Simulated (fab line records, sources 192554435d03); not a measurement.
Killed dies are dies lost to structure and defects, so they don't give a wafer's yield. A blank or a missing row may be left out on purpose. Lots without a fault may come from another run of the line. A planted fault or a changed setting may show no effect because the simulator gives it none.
Which tool did it? | flow n5_finfet | 10 lots, 28 wafers sampled, at 4 steps of a route of 1938

WHAT THE GAUGES READ, wafer by wafer
N5_BEOL_M4_RC_MEAS_101. Usual: DIBL_N 36.5 mV/V, standard deviation 2.2; DIBL_P 36.9 mV/V, standard deviation 2.9; IOFF_N 0.17 nA/um, standard deviation 0.044; IOFF_P 0.22 nA/um, standard deviation 0.052; ION_N 671 uA/um, standard deviation 16; ION_P 461 uA/um, standard deviation 10; SS_N 71.6 mV/dec, standard deviation 0.73; SS_P 73.5 mV/dec, standard deviation 0.79; VT_N 250 mV, standard deviation 4.1; VT_P -250 mV, standard deviation 4.1.
lot  | measured     | on        | DIBL_N (mV/V)  | DIBL_P (mV/V)  | IOFF_N (nA/um) | IOFF_P (nA/um) | ION_N (uA/um) | ION_P (uA/um) | SS_N (mV/dec)  | SS_P (mV/dec)  | VT_N (mV)   | VT_P (mV)      | flag
L633 | day 8 10:38  | prober-01 | 34.2 35.1 32.4 | 34.7 37.1 30.0 | 0.12 0.13 0.09 | 0.16 0.19 0.10 | 667 674 647   | 455 463 440   | 70.9 71.0 70.4 | 72.1 72.9 71.1 | 253 252 260 | -255 -254 -262 |
L635 | day 9 11:28  | prober-01 | 34.2 37.0 35.7 | 34.5 38.1 37.1 | 0.11 0.16 0.13 | 0.18 0.22 0.21 | 655 655 668   | 451 448 463   | 71.1 72.2 71.2 | 72.1 73.3 72.9 | 258 250 252 | -254 -252 -251 |
L637 | day 9 17:33  | prober-02 | 35.4 36.6 31.5 | 33.8 36.8 31.6 | 0.14 0.15 0.09 | 0.16 0.21 0.14 | 645 653 640   | 443 449 446   | 71.9 72.1 70.9 | 72.2 73.5 71.8 | 251 252 257 | -253 -249 -253 |
L639 | day 9 21:05  | prober-01 | 37.5 34.3 36.0 | 38.7 35.8 36.9 | 0.20 0.14 0.16 | 0.24 0.20 0.20 | 692 654 671   | 466 450 457   | 72.0 71.6 72.1 | 74.6 73.7 73.9 | 246 253 251 | -251 -252 -249 |
L649 | day 12 22:58 | prober-02 | 38.1 38.3 37.2 | 37.6 38.7 37.2 | 0.21 0.21 0.20 | 0.26 0.26 0.24 | 680 685 688   | 465 468 465   | 71.9 72.3 71.7 | 73.6 74.0 73.9 | 245 244 246 | -246 -249 -249 |
L650 | day 13 02:46 | prober-02 | 34.6 38.4 37.3 | 35.2 41.1 39.9 | 0.13 0.23 0.18 | 0.19 0.30 0.30 | 662 700 656   | 461 477 459   | 71.6 71.5 71.9 | 72.9 74.3 74.1 | 252 240 248 | -250 -246 -244 |
L648 | day 13 03:20 | prober-01 | 38.2 38.2 37.2 | 39.8 39.8 38.8 | 0.20 0.20 0.19 | 0.26 0.25 0.24 | 690 684 687   | 471 468 463   | 72.4 72.4 72.5 | 74.4 73.7 73.9 | 245 249 245 | -245 -249 -248 |
L651 | day 13 09:13 | prober-01 | 32.5 40.5 35.3 | 32.7 41.8 35.7 | 0.11 0.22 0.14 | 0.14 0.26 0.18 | 658 677 657   | 455 461 453   | 69.8 72.3 70.3 | 71.9 75.3 73.5 | 252 247 251 | -255 -249 -253 |
L652 | day 13 09:28 | prober-02 | 34.6 36.5      | 34.3 37.3      | 0.13 0.18      | 0.16 0.20      | 652 669       | 445 453       | 71.5 71.7      | 72.7 73.7      | 253 245     | -253 -250      |
L653 | day 14 03:44 | prober-02 | 35.1 40.6      | 34.2 41.2      | 0.16 0.31      | 0.24 0.38      | 682 707       | 478 487       | 71.1 72.5      | 72.9 74.8      | 251 241     | -243 -238      |

N5_PASSIVATION_INSPECT_67: inspects for defects (macro). Usual: raw_defect_count 1.9, standard deviation 1.5.
lot  | measured     | on                | raw_defect_count | flag
L633 | day 12 23:44 | defect_inspect-02 | 2 0 0            |
L635 | day 13 16:14 | defect_inspect-01 | 3 0 5            |
L637 | day 14 08:11 | defect_inspect-02 | 7 1 2            |
L639 | day 14 10:10 | defect_inspect-02 | 5 1 1            |
L650 | day 17 14:46 | defect_inspect-02 | 1 2 0            |
L651 | day 18 05:52 | defect_inspect-02 | 1 1 2            |
L652 | day 18 00:58 | defect_inspect-02 | 2 1              |
L653 | day 18 18:26 | defect_inspect-02 | 1 1              |

WHICH TOOL RAN EACH LOT (tool, then ch and the chambers of the sampled wafers, then the start)
lot  | N5_MIM_BOT_ETCH_ETCH_00           | N5_PASSIVATION_ETCH_59
L633 | rie_metal-02 ch 0,1, day 12 13:34 | rie_metal-03 ch 0,1, day 12 22:07
L635 | rie_metal-02 ch 0,1, day 13 07:39 | rie_metal-01 ch 0,1, day 13 14:55
L637 | rie_metal-01 ch 0,1, day 14 01:25 | rie_metal-03 ch 0,1, day 14 06:53
L639 | rie_metal-02 ch 1, day 14 04:38   | rie_metal-02 ch 1, day 14 08:53
L649 | rie_metal-01 ch 0,1, day 17 01:31 | -
L650 | rie_metal-03 ch 1, day 17 07:47   | rie_metal-01 ch 0,1, day 17 13:25
L648 | rie_metal-01 ch 0,1, day 17 17:38 | -
L651 | rie_metal-02 ch 0,1, day 17 23:47 | rie_metal-02 ch 0,1, day 18 04:39
L652 | rie_metal-02 ch 0,1, day 17 19:38 | rie_metal-03 ch 0,1, day 17 23:40
L653 | rie_metal-02 ch 1, day 18 10:50   | rie_metal-02 ch 0,1, day 18 17:14
- N5_MIM_BOT_ETCH_ETCH_00: etches TiN in Cl2/BCl3, target depth 45.5 nm.
- N5_PASSIVATION_ETCH_59: etches TaN in Cl2/BCl3, target depth 65 nm, time 34.9 s.

WHAT THE TOOLS THEMSELVES READ (means of the sampled wafers that have a number; where no wafer has one, the mark that the record gives instead)
N5_MIM_BOT_ETCH_ETCH_00. Usual: drypump_motor_current_A 5.7 A, standard deviation 0.38; oes_product_au 0.81 a.u., standard deviation 0.078; throttle_valve_pct 22.1 %, standard deviation 0.33.
lot  | tool         | drypump_motor_current_A (A) | oes_product_au (a.u.) | throttle_valve_pct (%) | flag
L633 | rie_metal-02 | 5.7                         | 0.70                  | 22.2                   |
L635 | rie_metal-02 | 5.7                         | 0.74                  | 22.3                   |
L637 | rie_metal-01 | 5.5                         | 0.92                  | 21.8                   |
L639 | rie_metal-02 | 5.6                         | 0.79                  | 22.5                   |
L649 | rie_metal-01 | 5.9                         | 0.66                  | 22.4                   |
L650 | rie_metal-03 | 6.2                         | 0.77                  | 21.9                   |
L648 | rie_metal-01 | 5.9                         | 0.66                  | 22.4                   |
L651 | rie_metal-02 | 5.7                         | 0.88                  | 22.2                   |
L652 | rie_metal-02 | 5.7                         | 0.86                  | 22.3                   |
L653 | rie_metal-02 | 5.6                         | 0.77                  | 22.4                   |

N5_PASSIVATION_ETCH_59. Usual: drypump_motor_current_A 5.7 A, standard deviation 0.39; oes_product_au 0.82 a.u., standard deviation 0.07; throttle_valve_pct 21.2 %, standard deviation 0.32.
lot  | tool         | drypump_motor_current_A (A) | oes_product_au (a.u.) | throttle_valve_pct (%) | flag
L633 | rie_metal-03 | 5.9                         | 0.80                  | 20.9                   |
L635 | rie_metal-01 | 5.5                         | 0.92                  | 21.0                   |
L637 | rie_metal-03 | 5.9                         | 0.79                  | 20.9                   |
L639 | rie_metal-02 | 5.6                         | 0.79                  | 21.6                   |
L650 | rie_metal-01 | 5.9                         | 0.86                  | 21.2                   |
L651 | rie_metal-02 | 5.7                         | 0.88                  | 21.4                   |
L652 | rie_metal-03 | 5.8                         | 0.78                  | 20.9                   |
L653 | rie_metal-02 | 5.7                         | 0.84                  | 21.5                   |

THE ANSWER, worked out from the rows above alone
Rule: a lot is off if the mean of its wafers that have a number lies more than 3 standard deviations from the usual mean. A lot without any number at a reading at which 4 lots or more have one is off too. The other lots that the step has rows for count as sound. The gauges are gone through in route order, then the tools' own readings, and for those a lot's mean is taken as printed above. The first step at which some lot is off is used, and at that step the reading that is off furthest; a lot without a number counts as furthest.
No lot is off at any reading shown: from this, nothing can be told.

WHAT THE SIMULATOR HAD PUT IN
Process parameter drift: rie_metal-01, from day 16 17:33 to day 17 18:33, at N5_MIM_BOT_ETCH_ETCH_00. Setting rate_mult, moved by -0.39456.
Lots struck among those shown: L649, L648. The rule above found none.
